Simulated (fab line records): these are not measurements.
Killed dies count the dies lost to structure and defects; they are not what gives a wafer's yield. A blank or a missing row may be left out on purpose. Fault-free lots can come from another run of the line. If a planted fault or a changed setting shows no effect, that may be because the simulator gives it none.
A struck lot beside a sound one || flow nandHarc || 15 steps out of a route of 1159
Sound: wafers L353.2, L353.4, L353.6. Wafers L343.1, L343.3, L343.6 were the ones struck. Last of all comes the cause.
Order at every step that has rows: each side's tool, ch and its chambers, its first start. Under that, the readings that differ: sound wafers || struck wafers || difference of the means || sigmas: that difference in standard deviations of wafers without a fault.
alike: words and numbers the same on both sides, and readings whose means are apart by under 2 such deviations; not compared: readings that were withheld, readings missing a value for some wafer, numbers with overlapping values and no deviation given by the record, and bounds like >300 which may hide the same value.
Wherever a step has rows on one side only, a row that says differs or no value, or a row with sigmas, the two part there. Numbers that don't overlap but have no deviation are shown without sigmas and don't part them. Lack of a reading on every wafer of one side parts them only where that side has two or more wafers.

NHARC_P_M2_PRE_CLEAN_30: time 30 s.
  sound on pvdSputter-03; struck on pvdSputter-03
  alike: heaterPowerW
then, 4 steps without rows for these wafers: NHARC_P_M2_PVD_20 (deposits TaN, target thk 5 nm, time 8.06 s); NHARC_P_M2_PVD_21 (deposits Cu, target thk 30 nm, time 20.49 s); NHARC_P_M2_ECD_22 (material Cu, target thk 400 nm); NHARC_P_M2_ANNEAL_31 (time 90 s).
NHARC_P_M2_CMP_23: polishes, t overpolish 20 s, target thk 144.3 nm.
  sound on cmp-03 ch 0,1, day 10 12:17; struck on cmp-01 ch 1,3, day 7 22:20
  alike: motorCurrentA, timeToEndpointS
NHARC_P_M2_THK_MEAS_24: measures by xrf.
  sound on filmMetro-01, day 10 12:36; struck on filmMetro-01, day 7 22:40
  alike: thkNm
following that, these wafers have no rows for 1 step: NHARC_P_M2_SRD_25.
NHARC_P_M2_INSPECT_27:
  sound on defectInspect-02, day 10 12:46; struck on defectInspect-02, day 7 22:49
  alike: rawDefectCount
NHARC_P_M2_PRE_CLEAN_32: time 12 s.
  sound on pecvd-01 ch 0,1, day 10 12:51; struck on pecvd-04 ch 0,1,2, day 7 22:53
{"reading": "heaterPowerW (W)", "sound": "786 755 795", "struck": "647 604 463", "difference": -207, "sigmas": -2}
NHARC_P_M2_DEP_33: deposits SiCN, target thk 30 nm.
  sound on pecvd-01 ch 0,1, day 10 12:59; struck on pecvd-04 ch 0,1,2, day 7 22:58
{"reading": "heaterPowerOuterW (W)", "sound": "419 339 431", "struck": "279 310 215", "difference": -128, "sigmas": -2}
{"reading": "heaterPowerW (W)", "sound": "714 609 722", "struck": "541 553 395", "difference": -185, "sigmas": -2}
  alike: chamberPressureTorr
NHARC_P_BONDPAD_DEP_00: deposits SiCN, target thk 250 nm.
  sound on pecvd-01 ch 1,2, day 10 13:23; struck on pecvd-01 ch 0,2, day 7 23:25
  no value came back on the struck wafers for chamberPressureTorr (Torr), heaterPowerOuterW (W), heaterPowerW (W); on the sound wafers chamberPressureTorr (Torr) reads 3.007 2.996 3.001
NHARC_P_BONDPAD_CMP_32: polishes SiCN, target thk 200 nm.
  sound on cmp-01 ch 1,2, day 10 13:43; struck on cmp-01 ch 0,2,3, day 7 23:50
  alike: motorCurrentA
following that, these wafers have no rows for 1 step: NHARC_P_BONDPAD_SRD_34.
-- break in the record here, with 13 days between the starts of the struck wafers on either side (left off in module P_BONDPAD, picked up again in module END, where the first step shown is number 1159 on the route) --
NHARC_END_SORT_01:
  the record has rows for the struck wafers here (prober-02 ch 0, day 21 00:20) and none for the sound ones

== WHERE THEY PART ==
Earliest at NHARC_P_M2_PRE_CLEAN_32; latest, in this record, at NHARC_END_SORT_01.

WHY: what had been put in by the simulator
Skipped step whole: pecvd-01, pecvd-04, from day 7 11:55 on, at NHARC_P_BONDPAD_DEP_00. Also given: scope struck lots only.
